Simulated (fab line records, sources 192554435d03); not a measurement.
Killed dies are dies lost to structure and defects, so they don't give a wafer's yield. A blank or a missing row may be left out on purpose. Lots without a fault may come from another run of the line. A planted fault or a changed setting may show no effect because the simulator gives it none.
Chamber matching | flow n5_finfet | N5_BEOL_M5_ETCH_67 on rie_diel-02: 4 sister chambers
The step etches SiARC in CF4, target depth 15.6 nm, time 26 s. 20 wafers are shown with their chamber, then 10 later ones without.

WAFERS WITH THEIR CHAMBER
wafer  | chamber | throttle_valve_pct (%) | showerhead_plenum_p_Torr (Torr) | drypump_motor_current_A (A)
L077.2 | 3       | 16.01                  | 2.04                            | 4.8
L077.4 | 3       | 16.01                  | 2.04                            | 4.9
L077.5 | 0       | 15.25                  | 2.18                            | 5.7
L080.2 | 2       | 15.87                  | 2.15                            | 5.8
L080.3 | 3       | 16.03                  | 2.04                            | 4.9
L080.6 | 3       | 16.03                  | 2.04                            | 4.9
L085.2 | 2       | 15.88                  | 2.15                            | 5.8
L085.3 | 0       | 15.25                  | 2.17                            | 5.7
L085.5 | 2       | 15.88                  | 2.15                            | 5.8
L084.3 | 1       | 15.24                  | 2.11                            | 6.3
L084.4 | 0       | 15.27                  | 2.17                            | 5.7
L084.5 | 1       | 15.23                  | 2.10                            | 6.3
L086.1 | 0       | 15.26                  | 2.17                            | 5.7
L086.3 | 2       | 15.89                  | 2.14                            | 5.8
L086.5 | 1       | 15.25                  | 2.10                            | 6.4
L087.1 | 3       | 16.03                  | 2.04                            | 4.9
L087.3 | 2       | 15.89                  | 2.14                            | 5.9
L087.6 | 1       | 15.24                  | 2.10                            | 6.3
L091.3 | 1       | 15.25                  | 2.10                            | 6.3
L091.5 | 0       | 15.29                  | 2.17                            | 5.6

SIGNATURES (means of the wafers above)
reading                  | chamber 0 | chamber 1 | chamber 2 | chamber 3 | scatter within a chamber
throttle_valve_pct       | 15.2640   | 15.2420   | 15.8820   | 16.0220   | 0.0116
showerhead_plenum_p_Torr | 2.1720    | 2.1020    | 2.1460    | 2.0400    | 0.00418
drypump_motor_current_A  | 5.680     | 6.320     | 5.820     | 4.880     | 0.0447
Rule: a wafer's distance from a chamber is the root of the sum, over the readings, of the square of ((its reading less the chamber's mean) divided by the reading's scatter). The wafer belongs to the nearest chamber; if the next one is less than 2 further off, it can't be placed. The scatter: the root of (the sum of the squares of (reading less its chamber's mean) over the shown wafers, divided by (wafers less chambers)).

WAFERS WITHOUT THEIR CHAMBER
wafer  | throttle_valve_pct (%) | showerhead_plenum_p_Torr (Torr) | drypump_motor_current_A (A)
L091.6 | 16.06                  | 2.03                            | 4.9
L094.1 | 15.27                  | 2.10                            | 6.3
L094.5 | 15.92                  | 2.14                            | 5.8
L094.6 | 15.24                  | 2.10                            | 6.4
L092.2 | 15.91                  | 2.14                            | 5.8
L092.3 | 15.30                  | 2.17                            | 5.7
L092.6 | 15.31                  | 2.17                            | 5.7
L096.1 | 15.29                  | 2.10                            | 6.4
L096.2 | 15.29                  | 2.17                            | 5.7
L096.5 | 15.31                  | 2.17                            | 5.7

WHICH CHAMBER EACH WENT THROUGH
wafer  | from the rows above | in truth
L091.6 | 3                   | 3
L094.1 | 1                   | 1
L094.5 | 2                   | 2
L094.6 | 1                   | 1
L092.2 | 2                   | 2
L092.3 | 0                   | 0
L092.6 | 0                   | 0
L096.1 | 1                   | 1
L096.2 | 0                   | 0
L096.5 | 0                   | 0
Placed correctly: 10 of 10. Can't be placed from these rows: 0. Placed wrongly: 0.
